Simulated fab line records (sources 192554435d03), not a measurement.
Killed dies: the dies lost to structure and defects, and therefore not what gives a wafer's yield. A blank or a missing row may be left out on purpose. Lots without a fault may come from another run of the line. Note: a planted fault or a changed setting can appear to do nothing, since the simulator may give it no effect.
Comparing a struck lot with a sound one / flow n5_finfet / 16 steps out of a route of 1938
Sound: these wafers, L745.1, L745.5, L745.6. Wafers struck: L746.1, L746.5, L746.6. Last of all comes the cause.
Each step with rows lists, per side, the tool, then ch with its chambers, then its first start. Under that, the readings that differ: sound wafers / struck wafers / difference of the means / sigmas: that difference in standard deviations of wafers without a fault.
alike: same words and numbers on both sides, and readings whose means sit less than 2 such deviations apart. not compared: any withheld reading, any reading some wafer has no value for, any bound like >300 that may hide the same value, and any number with overlapping values for which the record gives no deviation.
The two part at a step that has a row with sigmas, a row that says differs or no value, or rows on one side only. When numbers do not overlap yet have no deviation, they are printed without sigmas and do not part them. A reading missing from all wafers of one side parts the sides only when that side holds two or more wafers.

first, 2 steps without rows for these wafers: N5_BEOL_M2_PRECLEAN_42 (cleans in residue remover, time 60 s); N5_BEOL_M2_SRD_43 (time 30 s).
N5_BEOL_M2_CD_MEAS_35: target cd 18 nm, target cd y 22.2 nm.
  sound on cd_sem-01 at day 11 10:16; struck on cd_sem-01 at day 10 04:47
  alike: cd_nm
N5_BEOL_M2_DEGAS_44: time 60 s.
  sound on pvd_sputter-01 at day 11 10:41; struck on pvd_sputter-02 at day 10 05:06
  alike: heater_power_w
then, 2 steps without rows for these wafers: N5_BEOL_M2_PRE_CLEAN_45 (time 30 s); N5_BEOL_M2_ALD_84 (deposits TaN, pulse time 2 s, purge time 3 s, co reactant purge time 2 s).
N5_BEOL_M2_SURFACE_TREAT_85:
  sound on pvd_sputter-02 at day 11 11:02; struck on pvd_sputter-02 at day 10 05:32
  not compared: throttle_valve_pct
then, 1 step without rows for these wafers: N5_BEOL_M2_CVD_47 (deposits Co from CCTBA/H2, target thk 3 nm, time 223.8 s).
N5_BEOL_M2_SPUTTER_48: material Cu, target thk 4.5 nm, time 8.29 s.
  sound on pvd_sputter-02 at day 11 13:02; struck on pvd_sputter-02 at day 10 05:49
  alike: chamber_pressure_pa, chuck_gas_flow_sccm, throttle_valve_pct
then, 2 steps without rows for these wafers: N5_BEOL_M2_ANNEAL_49 (time 240 s); N5_BEOL_M2_SPUTTER_79 (material Cu, target thk 4.5 nm, time 8.29 s).
N5_BEOL_M2_ANNEAL_80: time 240 s.
  sound on pvd_sputter-02 at day 11 13:20; struck on pvd_sputter-02 at day 10 06:07
  alike: heater_power_w
N5_BEOL_M2_SPUTTER_81: material Cu, target thk 4.5 nm, time 8.29 s.
  sound on pvd_sputter-02 at day 11 13:29; struck on pvd_sputter-02 at day 10 06:16
  no value came back on the struck wafers for chamber_pressure_pa (Pa), chuck_gas_flow_sccm (sccm), throttle_valve_pct (%); on the sound wafers chamber_pressure_pa (Pa) reads 0.06989 0.06975 0.07011
N5_BEOL_M2_ANNEAL_82: time 240 s.
  sound on pvd_sputter-02 at day 11 13:34; struck on pvd_sputter-02 at day 10 06:20
  alike: heater_power_w
-- here the record skips 3 days between the struck wafers' starts before and after, leaving off in module BEOL_M2 and picking up in module BEOL_M4 (first step shown: number 1111 of the route) --
N5_BEOL_M4_RC_MEAS_101:
  sound on prober-02 ch 0, day 14 05:25; struck on prober-02 ch 0, day 13 09:08
  alike: DIBL_N, DIBL_P, IOFF_N, IOFF_P, ION_N, ION_P, SS_N, SS_P, VT_N, VT_P
-- here the record skips 6 days between the struck wafers' starts before and after, leaving off in module BEOL_M4 and picking up in module PASSIVATION (first step shown: number 1936 of the route) --
N5_PASSIVATION_PROBE_49:
  sound on prober-01 at day 19 18:33; struck on prober-02 at day 18 21:08
  alike: defect_limited_yield, killed_at_M0_to_M3, killed_at_M4_up, killed_at_contacts, killed_at_front_end, killed_at_other, killed_dies, killed_open, killed_short, sort_bin_4_leakage, sort_bin_5_function, sort_bin_6_memory, sort_bin_8_speed, sort_n_pass, sort_yield_pct

== WHERE THEY PART ==
Only at N5_BEOL_M2_SPUTTER_81, within this record. Later steps at which nothing parts them and some readings are alike: N5_BEOL_M2_ANNEAL_82, N5_BEOL_M4_RC_MEAS_101, N5_PASSIVATION_PROBE_49.

WHY: what the simulator had put in
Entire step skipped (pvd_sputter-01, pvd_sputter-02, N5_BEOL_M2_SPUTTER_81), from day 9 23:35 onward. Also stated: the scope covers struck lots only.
